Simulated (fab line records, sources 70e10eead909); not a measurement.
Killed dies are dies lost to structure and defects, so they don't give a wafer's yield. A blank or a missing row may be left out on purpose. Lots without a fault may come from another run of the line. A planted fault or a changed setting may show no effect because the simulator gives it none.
Chamber matching | flow nand_harc | NHARC_P_M1_DESCUM_14 on rie_diel-03: 4 sister chambers
The step chemistry O2, time 3 s. 16 wafers are shown with their chamber, then 8 later ones without.

WAFERS WITH THEIR CHAMBER
wafer  | chamber | showerhead_plenum_p_Torr (Torr) | drypump_motor_current_A (A) | oes_product_au (a.u.)
L179.1 | 2       | 2.04                            | 5.1                         | 0.994
L179.2 | 0       | 2.00                            | 6.0                         | 1.008
L179.3 | 1       | 1.87                            | 5.0                         | 1.021
L180.1 | 2       | 2.04                            | 5.2                         | 0.984
L180.4 | 0       | 2.00                            | 5.9                         | 0.994
L180.5 | 0       | 2.00                            | 5.9                         | 0.994
L184.1 | 3       | 1.99                            | 5.4                         | 0.978
L184.3 | 0       | 2.00                            | 5.9                         | 0.999
L184.4 | 1       | 1.87                            | 5.0                         | 1.025
L188.3 | 2       | 2.03                            | 5.2                         | 0.996
L188.4 | 0       | 2.00                            | 5.9                         | 1.006
L188.5 | 3       | 1.98                            | 5.4                         | 0.998
L189.1 | 2       | 2.03                            | 5.2                         | 1.003
L189.3 | 3       | 1.98                            | 5.4                         | 0.999
L189.6 | 2       | 2.03                            | 5.2                         | 1.003
L196.3 | 3       | 1.98                            | 5.4                         | 0.992

SIGNATURES (means of the wafers above)
reading                  | chamber 0 | chamber 1 | chamber 2 | chamber 3 | scatter within a chamber
showerhead_plenum_p_Torr | 2.0000    | 1.8700    | 2.0340    | 1.9825    | 0.00403
drypump_motor_current_A  | 5.920     | 5.000     | 5.180     | 5.400     | 0.0365
oes_product_au           | 1.00020   | 1.02300   | 0.99600   | 0.99175   | 0.00768
Rule: a wafer's distance from a chamber is the root of the sum, over the readings, of the square of ((its reading less the chamber's mean) divided by the reading's scatter). The wafer belongs to the nearest chamber; if the next one is less than 2 further off, it can't be placed. The scatter: the root of (the sum of the squares of (reading less its chamber's mean) over the shown wafers, divided by (wafers less chambers)).

WAFERS WITHOUT THEIR CHAMBER
wafer  | showerhead_plenum_p_Torr (Torr) | drypump_motor_current_A (A) | oes_product_au (a.u.)
L196.4 | 2.00                            | 5.9                         | 1.018
L196.5 | 1.98                            | 5.4                         | 0.993
L199.1 | 1.86                            | 5.0                         | 1.003
L199.2 | 2.03                            | 5.1                         | 1.007
L199.5 | 1.87                            | 5.0                         | 1.001
L200.2 | 1.86                            | 5.0                         | 1.003
L200.4 | 1.98                            | 5.4                         | 1.001
L200.6 | 2.00                            | 5.9                         | 1.028

WHICH CHAMBER EACH WENT THROUGH
wafer  | from the rows above | in truth
L196.4 | 0                   | 0
L196.5 | 3                   | 3
L199.1 | 1                   | 1
L199.2 | 2                   | 2
L199.5 | 1                   | 1
L200.2 | 1                   | 1
L200.4 | 3                   | 3
L200.6 | 0                   | 0
Placed correctly: 8 of 8. Can't be placed from these rows: 0. Placed wrongly: 0.
